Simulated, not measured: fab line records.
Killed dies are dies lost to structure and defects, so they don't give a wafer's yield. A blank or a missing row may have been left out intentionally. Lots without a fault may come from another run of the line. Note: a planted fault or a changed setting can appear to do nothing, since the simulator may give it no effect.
Split-lot trial ; flow n5-finfet ; on a route of 1938 steps: 7 lots, 21 wafers read

== SPLIT DETAILS ==
At N5_SDB_ETCH_18 (etches SOC in N2/H2, target depth 100 nm, overetch 20 nm, time 150 s), the setting time-s was moved away from the recipe's 150 s on 9 of the 21 wafers read, by -18.1% to +19.8%. All remaining wafers had this setting at the recipe value.

The reading comes from the split's own step.

== THE READING ==
SiARC_of_SDB_COAT_04.thk-nm (the simulator's own value, which no gauge read), in nm, at N5_SDB_ETCH_18 (etches SOC in N2/H2, target depth 100 nm, overetch 20 nm, time 150 s). No usual value for it is given in the file. Across the 12 wafers here that went through the recipe, the average is 12.8 nm and the standard deviation 0.14 nm.

wafer;tool, chamber at the split;time-s as run, s;against the recipe;SiARC_of_SDB_COAT_04.thk-nm, nm;against lot-mates on the recipe
L074.1;rie-diel-03, 0;150;recipe;12.6;-
L074.6;rie-diel-03, 0;150;recipe;12.6;-
L074.3;rie-diel-03, 1;132.5;-11.7%;13.2;+0.6
L080.2;rie-diel-03, 2;150;recipe;13;-
L080.3;rie-diel-03, 0;150;recipe;12.8;-
L080.5;rie-diel-03, 0;150;recipe;12.8;-
L089.2;rie-diel-02, 2;179.7;+19.8%;11.4;-1.4
L089.4;rie-diel-02, 1;150;recipe;12.8;-
L089.6;rie-diel-02, 2;179.7;+19.8%;11.6;-1.2
L091.3;rie-diel-02, 1,2;122.8;-18.1%;13.6;no lot-mate on the recipe
L091.4;rie-diel-02, 1,2;122.8;-18.1%;13.6;no lot-mate on the recipe
L091.5;rie-diel-02, 0;122.8;-18.1%;14;no lot-mate on the recipe
L092.3;rie-diel-06, 0;163.2;+8.8%;12.2;-0.6
L092.4;rie-diel-06, 3;163.2;+8.8%;12.4;-0.4
L092.6;rie-diel-06, 0;150;recipe;12.8;-
L093.1;rie-diel-06, 0;126.2;-15.9%;13.6;+0.8
L093.4;rie-diel-06, 3,0;150;recipe;12.8;-
L093.5;rie-diel-06, 3,0;150;recipe;12.8;-
L097.1;rie-diel-06, 1;150;recipe;12.6;-
L097.5;rie-diel-06, 1;150;recipe;12.6;-
L097.4;rie-diel-06, 3;150;recipe;13;-
The file does not say which wafer passed through which chamber wherever a row lists several chambers: such a row stands for several wafers.

THE FIT
A straight line over all 21 wafers: SiARC_of_SDB_COAT_04.thk-nm changes by -0.0562 nm for each +1% of time-s; r = -0.97; the points scatter about the line by 0.16 nm.
The same after taking each lot's own level away (the mean of its wafers on the recipe; 18 wafers): -0.0597 nm for each +1%; r = -0.98; scatter 0.12 nm.
That fit puts the effect of the largest move of time-s on the reading at 1.2 nm.
From 12.60 to 12.87 nm: that is the span of the lots' own levels, equal to 1.9 times the standard deviation above.
The two slopes agree, so the slope changes little with the lot-to-lot level.
Check: -1.12 nm against its lot-mates is what the line predicts for one of the wafers moved furthest among these (+19.8%) when that wafer is left out of the fit. Against them it came out at -1.4 nm.

== THESE WAFERS: OTHER SPLITS ==
Note: prior to the reading, these wafers also went through further splits. Each is held against what the fit with the lots' levels taken away leaves over:
other split on the same wafers;wafers away from the commonest value;r with SiARC_of_SDB_COAT_04.thk-nm (lot level and that fit taken away)
N5_DUMMY_GATE_ETCH_32 time-s;4;+0.43
N5_SD_EPI_P_PEB_07 peb-time-s;8;+0.01

== THE FILE'S OWN FIT ==
SiARC_of_SDB_COAT_04.thk-nm changes by -0.0581 nm for each +1% of time-s, r = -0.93.
